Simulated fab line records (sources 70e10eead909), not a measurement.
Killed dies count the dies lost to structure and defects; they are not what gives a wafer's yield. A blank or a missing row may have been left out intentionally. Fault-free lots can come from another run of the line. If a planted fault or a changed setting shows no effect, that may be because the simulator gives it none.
Comparing a struck lot with a sound one + flow nand-harc + 14 steps out of a route of 1302
Sound: wafers L272.2, L272.5, L272.6. The struck wafers were L278.1, L278.3, L278.6. The cause is given at the end.
Each step with rows lists, per side, the tool, then ch with its chambers, then its first start. Under that, the readings that differ: sound wafers + struck wafers + difference of the means + sigmas: that difference in standard deviations of wafers without a fault.
alike: readings with means less than 2 such deviations apart, plus words and numbers identical on both sides. not compared: withheld readings, readings lacking a value on some wafer, bounds such as >300 that could conceal the same value, and numbers that have no deviation in the record and whose values overlap.
Wherever a step has rows on one side only, a row that says differs or no value, or a row with sigmas, the two part there. Numbers that don't overlap but have no deviation are shown without sigmas and don't part them. Lack of a reading on every wafer of one side parts them only where that side has two or more wafers.

first, 1 step without rows for these wafers: NHARC_A_ONON_D1_DEP_03 (target thk 1000 nm).
NHARC_A_ONON_D1_THK_MEAS_05: measures by ellipsometry.
  sound: film-metro-02 at day 9 02:27; struck: film-metro-02 at day 11 07:20
  alike: thk-nm
next comes 1 step that has no rows for these wafers: NHARC_A_ONON_D1_DEP_06 (target thickness 1000 nm).
NHARC_A_ONON_D1_THK_MEAS_08: measures by ellipsometry.
  sound: film-metro-02 at day 9 03:01; struck: film-metro-02 at day 11 07:54
  alike: thk-nm
next comes 1 step that has no rows for these wafers: NHARC_A_ONON_D1_DEP_09 (target thickness 1000 nm).
NHARC_A_ONON_D1_THK_MEAS_11: measures by ellipsometry.
  sound: film-metro-02 at day 9 03:35; struck: film-metro-01 at day 11 08:30
| reading     | sound          | struck      | difference | sigmas |
|-------------|----------------|-------------|------------|--------|
| thk-nm (nm) | 1019 1020 1019 | 998 997 996 | -22        | -2     |
next comes 1 step that has no rows for these wafers: NHARC_A_ONON_D1_DEP_12 (target thickness 1000 nm).
NHARC_A_ONON_D1_THK_MEAS_14: measures by ellipsometry.
  sound: film-metro-01 at day 9 04:10; struck: film-metro-02 at day 11 09:04
  alike: thk-nm
then, 2 steps without rows for these wafers: NHARC_A_ONON_D1_ANNEAL_15 (time 3600 s); NHARC_A_ONON_D1_DEP_16 (target thk 1000 nm).
NHARC_A_ONON_D1_THK_MEAS_18: measures by ellipsometry.
  sound: film-metro-01 at day 9 12:38; struck: film-metro-02 at day 11 19:26
  alike: thk-nm
NHARC_A_ONON_D1_DEP_19: target thk 1000 nm.
  sound on pecvd-onon-04 ch 0, day 9 12:46; struck on pecvd-onon-01 ch 0, day 11 19:29
NHARC_A_ONON_D1_THK_MEAS_21: measures by ellipsometry.
  sound: film-metro-01 at day 9 13:13; struck: film-metro-01 at day 11 20:00
| reading     | sound       | struck      | difference | sigmas |
|-------------|-------------|-------------|------------|--------|
| thk-nm (nm) | 997 996 995 | 924 924 926 | -71        | -7     |
next comes 1 step that has no rows for these wafers: NHARC_A_ONON_D1_DEP_22 (target thickness 1000 nm).

== WHERE THEY PART ==
At NHARC_A_ONON_D1_THK_MEAS_11 first; at NHARC_A_ONON_D1_THK_MEAS_21 last (within this record only).

WHY: whatever the simulator had introduced
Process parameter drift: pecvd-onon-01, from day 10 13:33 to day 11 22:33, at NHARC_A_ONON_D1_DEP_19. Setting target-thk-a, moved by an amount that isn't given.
